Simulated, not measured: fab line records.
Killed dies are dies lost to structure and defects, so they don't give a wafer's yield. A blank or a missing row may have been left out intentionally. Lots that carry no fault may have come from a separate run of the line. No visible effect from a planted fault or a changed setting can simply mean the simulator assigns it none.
fab line records :: flow n5_finfet
record
  lots=5
  wafers=15
  last_day=17
route steps=1938 shown BEOL_M12@1650 BEOL_M13@1659
lots untouched by any fault: they come from a run of this same line in which no faults occurred
start_h: hours from the record's opening day to when the first of the lot's shown wafers began :: wait_h: hours from the lot's prior step to this one :: " repeats the value in the row above :: L1.1+2: a row that stands for several wafers :: - either no value or no given start :: * or withheld: withheld :: < > ~ a bound
route shown NAME@n: NAME is a module with steps in the file, n the number in the route of the first one :: usual: the fault-free wafers' mean and standard deviation :: same: alike in all rows :: chamber/n: place in a boat :: sites: each site's reading :: _std_site: their standard deviation :: _edge_site: the outer-site mean with the inner-site mean subtracted :: radius_mm: how far each site lies from the wafer's centre :: mask NAME#n: copy n :: behind: the most recent tool/chamber to have shaped the wafer :: hold: the reason the lot was held/the length of the hold in hours/how it ended :: device: the transistor (n, p or np) that didn't switch :: end of line: the tests these same wafers got at the end of their route :: a step given without rows: its recipe and nothing more :: killed: the dies lost at the first sort to structure and to defects; this is not the yield of the wafer :: map: a wafer's dies, marking killed ones x, the rest . and places with no die _
set.NAME: the setting as run; set.NAME@STEP: as run at that earlier step :: model.NAME: the simulator's own value behind a step, which no gauge read
certain route steps with their lots: each step a table, each wafer a row
services: the hour from which a tool's chamber was out of use, counted from the record's first day as start_h (under 0 if before that day), plus the number of hours and why
## steps
# step N5_BEOL_M12_SPUTTER_45
# recipe
  material=Cu
  target_thk_a=800
  temp_c=-20
  bias_v=60
  power_w=26000
  chamber_pressure_pa=0.13
  time_s=13.33
# step N5_BEOL_M12_ECD_47
# recipe
  material=Cu
  target_thk_a=7200
# step N5_BEOL_M12_ANNEAL_48
# recipe
  temp_c=225
  time_s=90
  ambient=N2
# step N5_BEOL_M12_CMP_49
# recipe
  stop_on=SiOC
  t_overpolish_s=20.6
  down_force_psi=1
  platen_rpm=50
  clearing_platen_down_force_psi=1.5
  clearing_platen_rpm=50
  post_cmp_clean=cu_alkaline
  target_thk_nm=320
  clearing_platen_pad_velocity_m_s=0.99484
  pad_velocity_m_s=0.99484
# step N5_BEOL_M12_PRE_CLEAN_52
# recipe
  gas=NH3
  time_s=15
  temp_c=withheld
  rf_power_w=300
# step N5_BEOL_M12_DEP_53
# recipe
  material=SiCN
  target_thk_a=300
  temp_c=withheld
  precursor=3MS/NH3
  pressure_torr=3
  rf_w=675
  time_s=10.5
# step N5_BEOL_M13_ILD_DEP_00
# recipe
  material=SiOC
  target_thk_a=8379.2
  temp_c=350
  precursor=DEMS/O2
  pressure_torr=5
  rf_w=500
  time_s=166.4
# step N5_BEOL_M13_COAT_58
# recipe
  resist=BARC
  temp_c=205
  time_s=60
  spin_rpm=1500
  resist_thk_nm=89
# step N5_BEOL_M13_COAT_04
# recipe
  spin_rpm=1625
  resist_thk_nm=400
# usual
  exhaust_pa=45.2/0.95
  spin_speed_rpm=1625.0/0.95
lot.wafer: L135.2
tool: litho_track-02
chamber: 0
start_h: 251.28
wait_h: -
exhaust_pa: 44.2
spin_speed_rpm: 1626.2
model.coat_of_BEOL_M13_COAT_04.thk_nm: 401.2

lot.wafer: L135.3
tool: litho_track-02
chamber: 0
start_h: 251.28
wait_h: -
exhaust_pa: 45.5
spin_speed_rpm: 1625.6
model.coat_of_BEOL_M13_COAT_04.thk_nm: 400.8

lot.wafer: L135.4
tool: litho_track-02
chamber: 0
start_h: 251.28
wait_h: -
exhaust_pa: 44.8
spin_speed_rpm: 1625.6
model.coat_of_BEOL_M13_COAT_04.thk_nm: 401.4

lot.wafer: L149.3
tool: litho_track-02
chamber: 0
start_h: 337.60
wait_h: -
exhaust_pa: 44.5
spin_speed_rpm: 1738.2
model.coat_of_BEOL_M13_COAT_04.thk_nm: 386.2

lot.wafer: L149.4
tool: litho_track-02
chamber: 0
start_h: 337.60
wait_h: -
exhaust_pa: 44.8
spin_speed_rpm: 1739.7
model.coat_of_BEOL_M13_COAT_04.thk_nm: 386.8

lot.wafer: L149.6
tool: litho_track-02
chamber: 0
start_h: 337.60
wait_h: -
exhaust_pa: 45.8
spin_speed_rpm: 1736.7
model.coat_of_BEOL_M13_COAT_04.thk_nm: 385.8

lot.wafer: L148.2
tool: litho_track-02
chamber: 0
start_h: 355.35
wait_h: -
exhaust_pa: 44.5
spin_speed_rpm: 1739.0
model.coat_of_BEOL_M13_COAT_04.thk_nm: 387.8

lot.wafer: L148.4
tool: litho_track-02
chamber: 0
start_h: 355.35
wait_h: -
exhaust_pa: 46.3
spin_speed_rpm: 1739.7
model.coat_of_BEOL_M13_COAT_04.thk_nm: 387.6

lot.wafer: L148.6
tool: litho_track-02
chamber: 0
start_h: 355.35
wait_h: -
exhaust_pa: 45.5
spin_speed_rpm: 1739.1
model.coat_of_BEOL_M13_COAT_04.thk_nm: 386.6

lot.wafer: L152.4
tool: litho_track-02
chamber: 0
start_h: 363.52
wait_h: -
exhaust_pa: 45.6
spin_speed_rpm: 1739.6
model.coat_of_BEOL_M13_COAT_04.thk_nm: 388

lot.wafer: L152.5
tool: litho_track-02
chamber: 0
start_h: 363.52
wait_h: -
exhaust_pa: 44.8
spin_speed_rpm: 1738.7
model.coat_of_BEOL_M13_COAT_04.thk_nm: 389

lot.wafer: L152.6
tool: litho_track-02
chamber: 0
start_h: 363.52
wait_h: -
exhaust_pa: 43.9
spin_speed_rpm: 1738.4
model.coat_of_BEOL_M13_COAT_04.thk_nm: 388

lot.wafer: L155.1
tool: litho_track-05
chamber: 0
start_h: 364.27
wait_h: -
exhaust_pa: 43.7
spin_speed_rpm: 1625.2
model.coat_of_BEOL_M13_COAT_04.thk_nm: 400

lot.wafer: L155.5
tool: litho_track-05
chamber: 0
start_h: 364.27
wait_h: -
exhaust_pa: 42.1
spin_speed_rpm: 1624.8
model.coat_of_BEOL_M13_COAT_04.thk_nm: 400.6

lot.wafer: L155.6
tool: litho_track-05
chamber: 0
start_h: 364.27
wait_h: -
exhaust_pa: 44.2
spin_speed_rpm: 1623.9
model.coat_of_BEOL_M13_COAT_04.thk_nm: 400.2
# step N5_BEOL_M13_EBR_06
# recipe
  solvent=PGMEA
  ebr_width_mm=1.5
# step N5_BEOL_M13_SOFTBAKE_05
# recipe
  temp_c=130
  time_s=60
# step N5_BEOL_M13_EXPOSE_07
# recipe
  mask_id=V12
  na=0.93
  source_shape=conventional
  sigma_outer=0.6
  polarization=unpolarized
  attpsm_phase_deg=180
  dose_mj=24.8
# step N5_BEOL_M13_PEB_08
# recipe
  peb_temp_c=130
  peb_time_s=90
# step N5_BEOL_M13_DEVELOP_09
# recipe
  develop_time_s=45
  rinse_liquid=diw
  dry=air_spin
  dev_temp_c=21
# step N5_BEOL_M13_HARDBAKE_14
# recipe
  temp_c=130
  time_s=120
# step N5_BEOL_M13_DESCUM_15
# recipe
  chemistry=O2
  time_s=7.9
  source_power_w=50
  bias_power_w=20
  pressure_mtorr=20
  rf_frequency_hz=2.712e+07
  temp_c=40
  o2_flow_sccm=225
# step N5_BEOL_M13_ETCH_59
# recipe
  chemistry=N2/H2
  target=BARC
  target_depth_a=890
  overetch_a=267
  time_s=67.9
  ion_energy_ev=200
  pressure_mtorr=30
  source_w=840
  bias_w=150
  n2_flow_sccm=200
  h2_flow_sccm=200
# step N5_BEOL_M13_VIA_ETCH_16
# recipe
  chemistry=C4F8/O2/Ar
  target=SiOC
  pressure_mtorr=30
  source_w=3000
  bias_w=700
  Ar_flow_sccm=400
  C4F8_flow_sccm=15
  O2_flow_sccm=8
  he_inner_torr=15
  he_outer_torr=30
  target_depth_a=9217
  time_s=withheld
  ion_energy_ev=250
  ends=cleared
# usual
  C4F8_flow_sccm=15.00/0.044
  drypump_motor_current_A=5.6/0.39
  oes_product_au=0.68/0.071
  rf_fwd_power_W=2993/8.3
  rf_vpp_V=665.8/2.3
  showerhead_plenum_p_Torr=3.43/0.084
  throttle_valve_pct=24.24/0.19
lot.wafer: L135.2
tool: rie_diel-03
chamber: 2
start_h: 251.95
wait_h: 0.0
C4F8_flow_sccm: 14.92
drypump_motor_current_A: 5.1
oes_product_au: 0.85
rf_fwd_power_W: 2987
rf_vpp_V: 666.8
showerhead_plenum_p_Torr: 3.50
throttle_valve_pct: 23.88
model.coat_of_BEOL_M13_COAT_04.thk_nm: 68.8

lot.wafer: L135.3
tool: rie_diel-03
chamber: 0
start_h: 251.95
wait_h: 0.0
C4F8_flow_sccm: 14.95
drypump_motor_current_A: 5.5
oes_product_au: 0.76
rf_fwd_power_W: 2997
rf_vpp_V: 662.7
showerhead_plenum_p_Torr: 3.32
throttle_valve_pct: 24.22
model.coat_of_BEOL_M13_COAT_04.thk_nm: 71.8

lot.wafer: L135.4
tool: rie_diel-03
chamber: 3
start_h: 251.95
wait_h: 0.0
C4F8_flow_sccm: 14.94
drypump_motor_current_A: 5.6
oes_product_au: 0.68
rf_fwd_power_W: 2996
rf_vpp_V: 669.0
showerhead_plenum_p_Torr: 3.54
throttle_valve_pct: 24.58
model.coat_of_BEOL_M13_COAT_04.thk_nm: 65.4

lot.wafer: L149.3
tool: rie_diel-04
chamber: 0
start_h: 338.17
wait_h: 0.0
C4F8_flow_sccm: 14.95
drypump_motor_current_A: 6.1
oes_product_au: 0.63
rf_fwd_power_W: 2981
rf_vpp_V: 663.2
showerhead_plenum_p_Torr: 3.39
throttle_valve_pct: 24.35
model.coat_of_BEOL_M13_COAT_04.thk_nm: 54.4

lot.wafer: L149.4
tool: rie_diel-04
chamber: 1
start_h: 338.17
wait_h: 0.0
C4F8_flow_sccm: 15.04
drypump_motor_current_A: 5.5
oes_product_au: 0.67
rf_fwd_power_W: 2993
rf_vpp_V: 665.7
showerhead_plenum_p_Torr: 3.40
throttle_valve_pct: 24.55
model.coat_of_BEOL_M13_COAT_04.thk_nm: 63.2

lot.wafer: L149.6
tool: rie_diel-04
chamber: 2
start_h: 338.17
wait_h: 0.0
C4F8_flow_sccm: 15.07
drypump_motor_current_A: 6.5
oes_product_au: 0.83
rf_fwd_power_W: 2998
rf_vpp_V: 671.4
showerhead_plenum_p_Torr: 3.63
throttle_valve_pct: 23.88
model.coat_of_BEOL_M13_COAT_04.thk_nm: 55

lot.wafer: L148.2
tool: rie_diel-05
chamber: 3
start_h: 355.79
wait_h: 0.0
C4F8_flow_sccm: 15.06
drypump_motor_current_A: 5.9
oes_product_au: 0.63
rf_fwd_power_W: 2990
rf_vpp_V: 664.5
showerhead_plenum_p_Torr: 3.36
throttle_valve_pct: 24.24
model.coat_of_BEOL_M13_COAT_04.thk_nm: 58.4

lot.wafer: L148.4
tool: rie_diel-05
chamber: 0
start_h: 355.79
wait_h: 0.0
C4F8_flow_sccm: 15.01
drypump_motor_current_A: 5.8
oes_product_au: 0.62
rf_fwd_power_W: 3001
rf_vpp_V: 669.2
showerhead_plenum_p_Torr: 3.49
throttle_valve_pct: 24.32
model.coat_of_BEOL_M13_COAT_04.thk_nm: 58.2

lot.wafer: L148.6
tool: rie_diel-05
chamber: 2
start_h: 355.79
wait_h: 0.0
C4F8_flow_sccm: 15.02
drypump_motor_current_A: 5.2
oes_product_au: 0.62
rf_fwd_power_W: 2988
rf_vpp_V: 663.2
showerhead_plenum_p_Torr: 3.38
throttle_valve_pct: 24.15
model.coat_of_BEOL_M13_COAT_04.thk_nm: 56

lot.wafer: L152.4
tool: rie_diel-05
chamber: 1
start_h: 364.09
wait_h: 0.0
C4F8_flow_sccm: 15.01
drypump_motor_current_A: 5.5
oes_product_au: 0.61
rf_fwd_power_W: 3001
rf_vpp_V: 663.4
showerhead_plenum_p_Torr: 3.35
throttle_valve_pct: 24.23
model.coat_of_BEOL_M13_COAT_04.thk_nm: 57.8

lot.wafer: L152.5
tool: rie_diel-05
chamber: 3
start_h: 364.09
wait_h: 0.0
C4F8_flow_sccm: 14.97
drypump_motor_current_A: 5.8
oes_product_au: 0.63
rf_fwd_power_W: 2995
rf_vpp_V: 663.8
showerhead_plenum_p_Torr: 3.36
throttle_valve_pct: 24.26
model.coat_of_BEOL_M13_COAT_04.thk_nm: 63

lot.wafer: L152.6
tool: rie_diel-05
chamber: 0
start_h: 364.09
wait_h: 0.0
C4F8_flow_sccm: 15.04
drypump_motor_current_A: 5.8
oes_product_au: 0.62
rf_fwd_power_W: 2987
rf_vpp_V: 667.9
showerhead_plenum_p_Torr: 3.49
throttle_valve_pct: 24.32
model.coat_of_BEOL_M13_COAT_04.thk_nm: 55.4

lot.wafer: L155.1
tool: rie_diel-03
chamber: 0
start_h: 364.93
wait_h: 0.0
C4F8_flow_sccm: 15.01
drypump_motor_current_A: 5.5
oes_product_au: 0.73
rf_fwd_power_W: 2981
rf_vpp_V: 661.7
showerhead_plenum_p_Torr: 3.31
throttle_valve_pct: 24.24
model.coat_of_BEOL_M13_COAT_04.thk_nm: 72.4

lot.wafer: L155.5
tool: rie_diel-03
chamber: 0
start_h: 364.93
wait_h: 0.0
C4F8_flow_sccm: 15.00
drypump_motor_current_A: 5.5
oes_product_au: 0.74
rf_fwd_power_W: 2982
rf_vpp_V: 660.4
showerhead_plenum_p_Torr: 3.31
throttle_valve_pct: 24.24
model.coat_of_BEOL_M13_COAT_04.thk_nm: 73.4

lot.wafer: L155.6
tool: rie_diel-03
chamber: 3
start_h: 364.93
wait_h: 0.0
C4F8_flow_sccm: 14.92
drypump_motor_current_A: 5.6
oes_product_au: 0.65
rf_fwd_power_W: 2986
rf_vpp_V: 669.5
showerhead_plenum_p_Torr: 3.52
throttle_valve_pct: 24.60
model.coat_of_BEOL_M13_COAT_04.thk_nm: 68.4
# step N5_BEOL_M13_STRIP_63
# recipe
  chemistry=N2/H2
  power_w=1000
  temp_c=250
  h2_frac=0.65
  overash_fraction=0.3
  pressure_mtorr=1000
  n2_flow_sccm=1750
  h2_flow_sccm=3250
# usual
  drypump_motor_current_A=5.7/0.55
  heater_power_w=343/40
  oes_product_au=0.675/0.0048
  strip_time_to_endpoint_s=28.5/1
lot.wafer: L135.2
tool: plasma_asher-01
chamber: 1
start_h: 252.18
wait_h: -
drypump_motor_current_A: 5.0
heater_power_w: 374
oes_product_au: 0.670
rf_hours_counter_h: 103
strip_time_to_endpoint_s: 27.3

lot.wafer: L135.3
tool: plasma_asher-01
chamber: 0
start_h: 252.18
wait_h: -
drypump_motor_current_A: 5.9
heater_power_w: 298
oes_product_au: 0.683
rf_hours_counter_h: -
strip_time_to_endpoint_s: 28.2

lot.wafer: L135.4
tool: plasma_asher-01
chamber: 1
start_h: 252.18
wait_h: -
drypump_motor_current_A: 5.0
heater_power_w: 391
oes_product_au: 0.674
rf_hours_counter_h: -
strip_time_to_endpoint_s: 26.3

lot.wafer: L149.3
tool: plasma_asher-02
chamber: 0
start_h: 338.43
wait_h: -
drypump_motor_current_A: 5.8
heater_power_w: 383
oes_product_au: 0.670
rf_hours_counter_h: -
strip_time_to_endpoint_s: 23.0

lot.wafer: L149.4
tool: plasma_asher-02
chamber: 1
start_h: 338.43
wait_h: -
drypump_motor_current_A: 6.6
heater_power_w: 324
oes_product_au: 0.670
rf_hours_counter_h: -
strip_time_to_endpoint_s: 25.6

lot.wafer: L149.6
tool: plasma_asher-02
chamber: 1
start_h: 338.43
wait_h: -
drypump_motor_current_A: 6.6
heater_power_w: 315
oes_product_au: 0.670
rf_hours_counter_h: -
strip_time_to_endpoint_s: 23.2

lot.wafer: L148.2
tool: plasma_asher-02
chamber: 1
start_h: 356.02
wait_h: -
drypump_motor_current_A: 6.6
heater_power_w: 330
oes_product_au: 0.666
rf_hours_counter_h: 106
strip_time_to_endpoint_s: 24.2

lot.wafer: L148.4
tool: plasma_asher-02
chamber: 1
start_h: 356.02
wait_h: -
drypump_motor_current_A: 6.6
heater_power_w: 316
oes_product_au: 0.669
rf_hours_counter_h: -
strip_time_to_endpoint_s: 24.1

lot.wafer: L148.6
tool: plasma_asher-02
chamber: 0
start_h: 356.02
wait_h: -
drypump_motor_current_A: 5.8
heater_power_w: 383
oes_product_au: 0.672
rf_hours_counter_h: -
strip_time_to_endpoint_s: 23.5

lot.wafer: L152.4
tool: plasma_asher-01
chamber: 1
start_h: 364.35
wait_h: -
drypump_motor_current_A: 5.0
heater_power_w: 380
oes_product_au: 0.669
rf_hours_counter_h: -
strip_time_to_endpoint_s: 24.0

lot.wafer: L152.5
tool: plasma_asher-01
chamber: 0
start_h: 364.35
wait_h: -
drypump_motor_current_A: 5.9
heater_power_w: 289
oes_product_au: 0.669
rf_hours_counter_h: -
strip_time_to_endpoint_s: 25.6

lot.wafer: L152.6
tool: plasma_asher-01
chamber: 1
start_h: 364.35
wait_h: -
drypump_motor_current_A: 5.0
heater_power_w: 385
oes_product_au: 0.665
rf_hours_counter_h: -
strip_time_to_endpoint_s: 23.3

lot.wafer: L155.1
tool: plasma_asher-01
chamber: 1
start_h: 365.17
wait_h: -
drypump_motor_current_A: 5.0
heater_power_w: 381
oes_product_au: 0.679
rf_hours_counter_h: 126
strip_time_to_endpoint_s: 28.4

lot.wafer: L155.5
tool: plasma_asher-01
chamber: 0
start_h: 365.17
wait_h: -
drypump_motor_current_A: 5.8
heater_power_w: 294
oes_product_au: 0.684
rf_hours_counter_h: -
strip_time_to_endpoint_s: 28.6

lot.wafer: L155.6
tool: plasma_asher-01
chamber: 1
start_h: 365.17
wait_h: -
drypump_motor_current_A: 5.0
heater_power_w: 379
oes_product_au: 0.663
rf_hours_counter_h: -
strip_time_to_endpoint_s: 27.2
# step N5_BEOL_M13_STRIP_64
# recipe
  chemistry=N2/H2
  power_w=1000
  temp_c=250
  h2_frac=0.65
  overash_fraction=0.3
  pressure_mtorr=withheld
  n2_flow_sccm=1750
  h2_flow_sccm=3250
## services
tool: rie_diel-04
chamber: 3
start_h: 230.43
hours: -
kind: clean

tool: rie_diel-04
chamber: 3
start_h: 230.43
hours: -
kind: consumable_replace:focus_ring

tool: rie_diel-04
chamber: 3
start_h: 230.43
hours: 24.4
kind: scheduled_down

tool: rie_diel-04
chamber: 3
start_h: 230.43
hours: 24.4
kind: vent_cycle

tool: rie_diel-03
chamber: 1
start_h: 238.76
hours: 4.5
kind: repair

tool: rie_diel-04
chamber: 2
start_h: 254.91
hours: -
kind: clean

tool: rie_diel-04
chamber: 2
start_h: 254.91
hours: -
kind: consumable_replace:focus_ring

tool: rie_diel-04
chamber: 2
start_h: 254.91
hours: -
kind: consumable_replace:showerhead

tool: rie_diel-04
chamber: 2
start_h: 254.91
hours: 16.8
kind: scheduled_down

tool: rie_diel-04
chamber: 2
start_h: 254.91
hours: 16.8
kind: vent_cycle

tool: plasma_asher-02
chamber: -
start_h: 255.00
hours: 1.6
kind: repair

tool: plasma_asher-02
chamber: -
start_h: 263.62
hours: 3.1
kind: repair

tool: rie_diel-04
chamber: 3
start_h: 285.00
hours: 27.2
kind: repair

tool: litho_track-02
chamber: -
start_h: 319.96
hours: -
kind: consumable_replace:filter

tool: rie_diel-04
chamber: 0
start_h: 322.48
hours: 6.7
kind: repair

tool: rie_diel-04
chamber: -
start_h: 351.21
hours: 1.5
kind: repair
## key
first_sign
  step=N5_BEOL_M13_COAT_04
  reading=spin_speed_rpm
  direction=up
  sigmas=99+
  usual=*
  struck=*
effect
  step=N5_BEOL_M13_STRIP_63
  reading=strip_time_to_endpoint_s
  direction=down
  sigmas=4.3
  usual=*
  struck=*
model_effect
  step=N5_BEOL_M13_COAT_04
  value=coat_of_BEOL_M13_COAT_04.thk_nm
  without=400.6
  struck=387.3
model_effect
  step=N5_BEOL_M13_VIA_ETCH_16
  value=coat_of_BEOL_M13_COAT_04.thk_nm
  without=71.31
  struck=57.93
met_at N5_BEOL_M13_COAT_04
struck_wafers L148.2,L148.4,L148.6,L149.3,L149.4,L149.6,L152.4,L152.5,L152.6
onset_between 251.28 337.60
fault
  kind=process_parameter_drift
  tool=litho_track-02
  chamber=-
  onset_h=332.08
  steps=N5_BEOL_M13_COAT_04
  channel=spin_rpm
  offset=*
  shape=step
  end_h=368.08
  acts_in=*
  stated=*
